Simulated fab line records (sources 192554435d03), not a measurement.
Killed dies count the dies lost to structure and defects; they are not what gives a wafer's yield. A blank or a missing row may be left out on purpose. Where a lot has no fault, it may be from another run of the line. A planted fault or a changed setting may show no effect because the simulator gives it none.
fab line records    flow n5-finfet
[record] lots = 6  wafers = 18  last-day = 18
route steps=1938 shown BEOL_M13@1712 BEOL_M14@1716
lots untouched by any fault: they come from a run of this same line in which no faults occurred
start-h: the number of hours between the record's first day and the start of the first shown wafer of the lot    wait-h: time in hours since the lot's previous step    " identical to the entry in the row above    L1.1+2: a single row standing in for several wafers    - no value, or no start given    * or withheld: withheld    < > ~ a bound
route shown NAME@n: NAME is a module with steps in the file, n the number in the route of the first one    usual: the fault-free wafers' mean and standard deviation    same: alike in all rows    chamber/n: place in a boat    sites: readings site by site    _std_site: standard deviation of those values    _edge_site: the outer-site mean with the inner-site mean subtracted    radius-mm: how far each site lies from the wafer's centre    mask NAME#n: copy n    behind: the tool/chamber that last shaped the wafer    hold: cause of the lot's hold/its duration in hours/its outcome    device: the transistor (n, p or np) that didn't switch    end of line: the same wafers' tests at the end of the route    a step given without rows: its recipe and nothing more    killed: the dies lost at the first sort to structure and to defects; this is not the yield of the wafer    map: dies across one wafer; x = killed, . = not, _ = none there
set.NAME: the setting the step ran with; set.NAME@STEP: the setting that earlier step ran with    model.NAME: the simulator's own value behind a step, which no gauge read
lots at some steps of the route; a table a step, a row a wafer
services: from which hour (start-h, from the record's first day; less than 0 if before it) a tool's chamber was out of use, for how many hours, and why
[[steps]]
[step N5_BEOL_M13_PRE_CLEAN_52]
[recipe] gas = NH3  time-s = 15  temp-c = withheld  rf-power-w = 300
[step N5_BEOL_M13_DEP_53]
[recipe] material = SiCN  target-thk-a = 500  temp-c = withheld  precursor = 3MS/NH3  pressure-torr = 3  rf-w = 675  time-s = 17.8
[usual] showerhead-plenum-p-Torr = 4.152/0.024  throttle-valve-pct = 18.6/0.82
lot.wafer  tool      chamber  start-h  wait-h  showerhead-plenum-p-Torr  throttle-valve-pct
L269.1     pecvd-03  2        250.32   0.0     4.156                     18.7
L269.5     "         1        "        "       4.156                     18.6
L269.6     "         0        "        "       4.176                     19.0
L271.1     pecvd-02  0        254.68   0.0     4.158                     19.0
L271.5     "         2        "        "       4.129                     17.9
L271.6     "         1        "        "       4.137                     18.6
L272.3     pecvd-02  1        264.42   0.0     4.162                     18.5
L272.5     "         0        "        "       4.160                     19.1
L272.6     "         1        "        "       4.153                     18.6
L273.3     pecvd-02  0        269.27   0.0     4.151                     19.2
L273.5     "         1        "        "       4.142                     18.5
L273.6     "         0        "        "       4.149                     19.4
L277.1     pecvd-02  1        350.37   0.0     4.145                     18.5
L277.4     "         0        "        "       4.147                     19.0
L277.6     "         1        "        "       4.149                     18.5
L281.1     pecvd-01  0        388.23   0.0     4.192                     20.3
L281.3     "         2        "        "       4.115                     17.5
L281.5     "         2        "        "       4.112                     17.3
[step N5_BEOL_M13_RS_MEAS_54]
[recipe] thk-meas-gauge = four-point-probe  reads = Cu_of_BEOL_M13_ECD_47+Ta_of_BEOL_M13_SPUTTER_44+TaN_of_BEOL_M13_SPUTTER_43
[usual] M13_RS = 0.0450/0.0008
lot.wafer  tool           chamber  start-h  wait-h  M13_RS[ohm/sq]
L269.1     film-metro-02  -        250.38   0.0     0.0456
L269.5     "              -        "        "       0.0454
L269.6     "              -        "        "       0.0449
L271.1     film-metro-01  -        254.74   0.0     0.0442
L271.5     "              -        "        "       0.0441
L271.6     "              -        "        "       0.0451
L272.3     film-metro-02  -        264.49   0.1     0.0455
L272.5     "              -        "        "       0.0449
L272.6     "              -        "        "       0.0451
L273.3     film-metro-01  -        269.34   0.1     0.0460
L273.5     "              -        "        "       0.0455
L273.6     "              -        "        "       0.0444
L277.1     film-metro-02  -        350.44   0.0     0.0435
L277.4     "              -        "        "       0.0453
L277.6     "              -        "        "       0.0449
L281.1     film-metro-02  -        388.32   0.1     0.0448
L281.3     "              -        "        "       0.0441
L281.5     "              -        "        "       0.0443
[step N5_BEOL_M13_INSPECT_55]
[recipe] inspect-instrument = darkfield  mode = post-dep
[usual] raw-defect-count = 60/21
lot.wafer  tool               chamber  start-h  wait-h  raw-defect-count
L269.1     defect-inspect-01  -        250.41   0.0     48
L269.5     "                  -        "        "       74
L269.6     "                  -        "        "       67
L271.1     defect-inspect-01  -        254.77   0.0     59
L271.5     "                  -        "        "       52
L271.6     "                  -        "        "       72
L272.3     defect-inspect-02  -        264.53   0.0     43
L272.5     "                  -        "        "       27
L272.6     "                  -        "        "       49
L273.3     defect-inspect-02  -        269.37   0.0     46
L273.5     "                  -        "        "       37
L273.6     "                  -        "        "       78
L277.1     defect-inspect-02  -        350.47   0.0     36
L277.4     "                  -        "        "       41
L277.6     "                  -        "        "       44
L281.1     defect-inspect-02  -        388.34   0.0     34
L281.3     "                  -        "        "       39
L281.5     "                  -        "        "       27
[step N5_BEOL_M14_ILD_DEP_00]
[recipe] material = SiO2  target-thk-a = 11193  temp-c = 400  precursor = TEOS/O2  pressure-torr = 6.5  rf-w = 900  teos-flow-sccm = 161.4  gas = O2  flow-sccm = 2650  time-s = 237.4
[usual] heater-power-w = 533/110  showerhead-plenum-p-Torr = 8.34/0.035  throttle-valve-pct = 18.8/1
lot.wafer  tool      chamber  start-h  wait-h  heater-power-w  showerhead-plenum-p-Torr  throttle-valve-pct
L269.1     pecvd-04  2        250.45   0.0     449             8.30                      16.7
L269.5     "         2        "        "       335             8.29                      16.6
L269.6     "         1        "        "       557             8.39                      18.4
L271.1     pecvd-04  0        254.81   0.0     555             8.37                      19.7
L271.5     "         1        "        "       534             8.42                      18.8
L271.6     "         2        "        "       425             8.31                      16.6
L272.3     pecvd-04  0        264.56   0.0     498             8.37                      19.6
L272.5     "         1        "        "       507             8.39                      18.4
L272.6     "         2        "        "       338             8.31                      16.7
L273.3     pecvd-04  1        269.40   0.0     518             8.40                      18.2
L273.5     "         1        "        "       407             8.38                      18.5
L273.6     "         2        "        "       434             8.30                      16.6
L277.1     pecvd-04  1        350.50   0.0     542             8.39                      18.7
L277.4     "         2        "        "       425             8.29                      16.7
L277.6     "         0        "        "       410             8.39                      19.9
L281.1     pecvd-04  0        388.38   0.0     485             8.37                      20.3
L281.3     "         1        "        "       557             8.40                      18.7
L281.5     "         2        "        "       334             8.32                      17.1
[step N5_BEOL_M14_THK_MEAS_01]
[recipe] reads = SiO2_of_BEOL_M14_ILD_DEP_00
[usual] M14_ILD_THK = 1116/15
lot.wafer  tool           chamber  start-h  wait-h  M14_ILD_THK[nm]
L269.1     film-metro-01  -        250.64   0.1     1118
L269.5     "              -        "        "       1124
L269.6     "              -        "        "       1141
L271.1     film-metro-01  -        254.99   0.1     1107
L271.5     "              -        "        "       1153
L271.6     "              -        "        "       1131
L272.3     film-metro-01  -        264.75   0.1     1112
L272.5     "              -        "        "       1151
L272.6     "              -        "        "       1139
L273.3     film-metro-02  -        269.60   0.1     1119
L273.5     "              -        "        "       1141
L273.6     "              -        "        "       1111
L277.1     film-metro-01  -        350.69   0.1     1107
L277.4     "              -        "        "       1113
L277.6     "              -        "        "       1117
L281.1     film-metro-02  -        388.57   0.1     1098
L281.3     "              -        "        "       1114
L281.5     "              -        "        "       1119
[step N5_BEOL_M14_COAT_58]
[recipe] resist = BARC  temp-c = 205  time-s = 60  spin-rpm = 1500  resist-thk-nm = 89
[step N5_BEOL_M14_COAT_04]
[recipe] spin-rpm = 1704  resist-thk-nm = 800
[step N5_BEOL_M14_EBR_06]
[recipe] solvent = PGMEA  ebr-width-mm = 1.5
[step N5_BEOL_M14_SOFTBAKE_05]
[recipe] temp-c = 130  time-s = 60
[step N5_BEOL_M14_EXPOSE_07]
[recipe] mask-id = V13  na = 0.8  source-shape = annular  sigma-inner = 0.5  sigma-outer = 0.8  polarization = unpolarized  attpsm-phase-deg = 180  dose-mj = 57
[step N5_BEOL_M14_PEB_08]
[recipe] peb-temp-c = 130  peb-time-s = 90
[step N5_BEOL_M14_DEVELOP_09]
[recipe] develop-time-s = 45  rinse-liquid = diw  dry = air-spin  dev-temp-c = 21
[usual] chill-plate-temp-C = 23.00/0.097  develop-time-s = 45/0
lot.wafer  tool            chamber  start-h  wait-h  chill-plate-temp-C  develop-time-s  model.coat_of_BEOL_M14_COAT_04.thk-nm
L269.1     litho-track-03  0        250.96   -       22.99               45              785.6
L269.5     "               0        "        "       23.04               45              783.6
L269.6     "               0        "        "       23.13               45              785.2
L271.1     litho-track-05  0        255.19   -       22.97               45              787
L271.5     "               0        "        "       22.96               45              786.8
L271.6     "               0        "        "       22.78               45              788.2
L272.3     litho-track-03  -        264.95   -       -                   -               799.2
L272.5     "               -        "        "       -                   -               797.6
L272.6     "               -        "        "       -                   -               800.8
L273.3     litho-track-01  -        269.79   -       -                   -               798.4
L273.5     "               -        "        "       -                   -               800.8
L273.6     "               -        "        "       -                   -               800
L277.1     litho-track-05  0        350.89   -       23.09               45              786.6
L277.4     "               0        "        "       22.98               45              787.2
L277.6     "               0        "        "       23.00               45              786
L281.1     litho-track-05  0        388.89   -       22.90               45              786
L281.3     "               0        "        "       22.83               45              786.4
L281.5     "               0        "        "       22.92               45              785.6
[step N5_BEOL_M14_HARDBAKE_14]
[recipe] temp-c = 130  time-s = 120
[[services]]
tool            chamber  start-h  hours  kind
pecvd-02        0        231.36   2.1    scheduled-down
pecvd-01        2        233.55   2.1    scheduled-down
pecvd-02        1        236.93   5.5    scheduled-down
pecvd-03        0        263.54   -      calibration
pecvd-02        0        279.40   5.5    scheduled-down
litho-track-03  -        281.34   -      consumable-replace:filter
pecvd-04        2        301.30   3.7    repair
pecvd-04        0        312.35   5.5    scheduled-down
pecvd-01        2        319.35   3.9    repair
litho-track-01  -        336.43   -      consumable-replace:filter
pecvd-01        0        353.90   7.0    repair
pecvd-02        -        365.26   3.4    repair
pecvd-01        1        380.68   10.6   repair
pecvd-03        1        383.62   -      clean
pecvd-03        1        383.62   -      consumable-replace:showerhead
pecvd-03        1        383.62   29.0   scheduled-down
pecvd-03        1        383.62   29.0   vent-cycle
[[key]]
[first-sign] step = N5_BEOL_M14_DEVELOP_09  reading = tool-record  direction = missing
effect none on later readings
[model-effect] step = N5_BEOL_M14_DEVELOP_09  value = coat_of_BEOL_M14_COAT_04.thk-nm  without = 785.3  struck = 799.5
met-at N5_BEOL_M14_DEVELOP_09
struck-wafers L272.3,L272.5,L272.6,L273.3,L273.5,L273.6
later-rows-left-out L272.3,L272.5,L272.6,L273.3,L273.5,L273.6
sort-left-out L272.3,L272.5,L272.6,L273.3,L273.5,L273.6
onset-between 250.96 264.95
[fault] kind = skipped-step-whole  tool = litho-track-01,litho-track-03  chamber = -  onset-h = 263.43  steps = N5_BEOL_M14_DEVELOP_09  scope = struck-lots-only
// sort-left-out: the simulated sort isn't trusted on such a fault, so these wafers' sort isn't shown, and their yield isn't known
// later-rows-left-out: the simulator's readings of these wafers behind a module that went badly wrong aren't trusted and aren't shown, but for the sort
